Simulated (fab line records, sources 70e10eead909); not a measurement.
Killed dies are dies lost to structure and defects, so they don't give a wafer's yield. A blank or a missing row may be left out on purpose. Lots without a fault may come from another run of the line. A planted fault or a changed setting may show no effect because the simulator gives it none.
A struck lot beside a sound one | flow nand_harc | 15 steps out of a route of 1302
Sound: wafers L878.1, L878.2, L878.5. Struck: wafers L889.4, L889.5, L889.6. The cause comes at the end.
At each step with rows: each side's tool, then ch and its chambers, then its first start. Under that, the readings that differ: sound wafers | struck wafers | difference of the means | sigmas: that difference in standard deviations of wafers without a fault.
alike: readings whose means differ by less than 2 such deviations, and words and numbers that are the same on both sides. not compared: withheld readings, readings that some wafer has no value for, bounds like >300 that may hide the same value, and numbers for which the record gives no deviation and whose values overlap.
The two part at a step that has a row with sigmas, a row that says differs or no value, or rows on one side only. Numbers that don't overlap but have no deviation are shown without sigmas and don't part them. A reading that every wafer of one side lacks parts them only if that side has two wafers or more.

first, 3 steps without rows for these wafers: NHARC_A_SLIT_EXPOSE_06 (exposes mask SLIT); NHARC_A_SLIT_PEB_07 (peb time 65 s); NHARC_A_SLIT_DEVELOP_08 (develop time 35 s).
NHARC_A_SLIT_CD_MEAS_09: target cd 300 nm.
  sound on cd_sem-03 ch 0, day 20 18:29; struck on cd_sem-01 ch 0, day 25 16:08
  alike: cd_nm
NHARC_A_SLIT_OVL_MEAS_10:
  sound on overlay-02, day 20 18:34; struck on overlay-01, day 25 16:13
  alike: overlay_x_nm, overlay_y_nm
NHARC_A_SLIT_INSPECT_11:
  sound on defect_inspect-01, day 20 18:37; struck on defect_inspect-02, day 25 16:16
  alike: raw_defect_count
then, 1 step without rows for these wafers: NHARC_A_SLIT_DESCUM_14 (chemistry O2, time 3 s).
NHARC_A_SLIT_ETCH_24: etches the open film in CF4/CHF3, target depth 121 nm, time 60.5 s.
  sound on rie_diel-01 ch 1,2,3, day 20 18:46; struck on rie_diel-01 ch 1,2,3, day 25 16:25
  reading               | sound             | struck            | difference | sigmas
  oes_product_au (a.u.) | 0.994 0.959 0.958 | 0.912 0.937 0.917 | -0.048     | -3
  alike: bias_w, cf4_flow_sccm, drypump_motor_current_A, mfc_ar_sccm, rf_vpp_V, showerhead_plenum_p_Torr, throttle_valve_pct
  not compared: rf_hours_counter_h
NHARC_A_SLIT_ETCH_15: etches the open film in O2/COS, target depth 6200 nm, time 1612 s.
  sound on rie_diel-01 ch 0,2,3; struck on rie_diel-01 ch 0,1
  alike: bias_w, chamber_pressure_mTorr, drypump_motor_current_A, mfc_ar_sccm, oes_product_au, rf_vpp_V, showerhead_plenum_p_Torr, throttle_valve_pct
  not compared: rf_hours_counter_h
NHARC_A_SLIT_ETCH_17: etches the open film in C4F8/O2/Ar, time 4254.5 s, target depth 20300 nm.
  sound on har_etch-02 ch 0,1, day 20 21:00; struck on har_etch-01 ch 0,1, day 25 20:52
  alike: c4f8_flow_sccm, chamber_pressure_mTorr, drypump_motor_current_A, mfc_ar_sccm, showerhead_plenum_p_Torr, throttle_valve_pct
  not compared: rf_hours_counter_h
NHARC_A_SLIT_ETCH_26: etches the open film in C4F8/O2/Ar, time 90 s, target depth 400 nm.
  sound on har_etch-02 ch 0,1, day 21 00:35; struck on har_etch-01 ch 0,1, day 25 22:48
  alike: bias_v, c4f8_flow_sccm, drypump_motor_current_A, mfc_ar_sccm, showerhead_plenum_p_Torr, throttle_valve_pct
  not compared: rf_hours_counter_h
then, 1 step without rows for these wafers: NHARC_A_SLIT_STRIP_28 (strips in O2/COS).
NHARC_A_SLIT_ETCH_29: etches the open film in CF4/O2, target depth 100 nm, overetch 10 nm, time 55 s.
  sound on rie_diel-02 ch 1,3, day 21 01:29; struck on rie_diel-01 ch 1,2,3, day 25 23:36
  no value came back on the struck wafers for any of 8 readings (bias_w (W), cf4_flow_sccm (sccm) and others); on the sound wafers bias_w (W) reads 99.0 99.9 99.9
  not compared: rf_hours_counter_h
NHARC_A_SLIT_STRIP_18: strips in O2.
  sound on rie_diel-02 ch 0,1; struck on rie_diel-01 ch 2,3, day 25 23:41
  alike: drypump_motor_current_A, mfc_ar_sccm, oes_product_au, rf_vpp_V, showerhead_plenum_p_Torr, throttle_valve_pct
  not compared: rf_hours_counter_h
then, 1 step without rows for these wafers: NHARC_END_SORT_01.

WHERE THEY PART
First at NHARC_A_SLIT_ETCH_24; last, within this record, at NHARC_A_SLIT_ETCH_29. Later steps at which nothing parts them and some readings are alike: NHARC_A_SLIT_STRIP_18.

WHY: what the simulator had put in
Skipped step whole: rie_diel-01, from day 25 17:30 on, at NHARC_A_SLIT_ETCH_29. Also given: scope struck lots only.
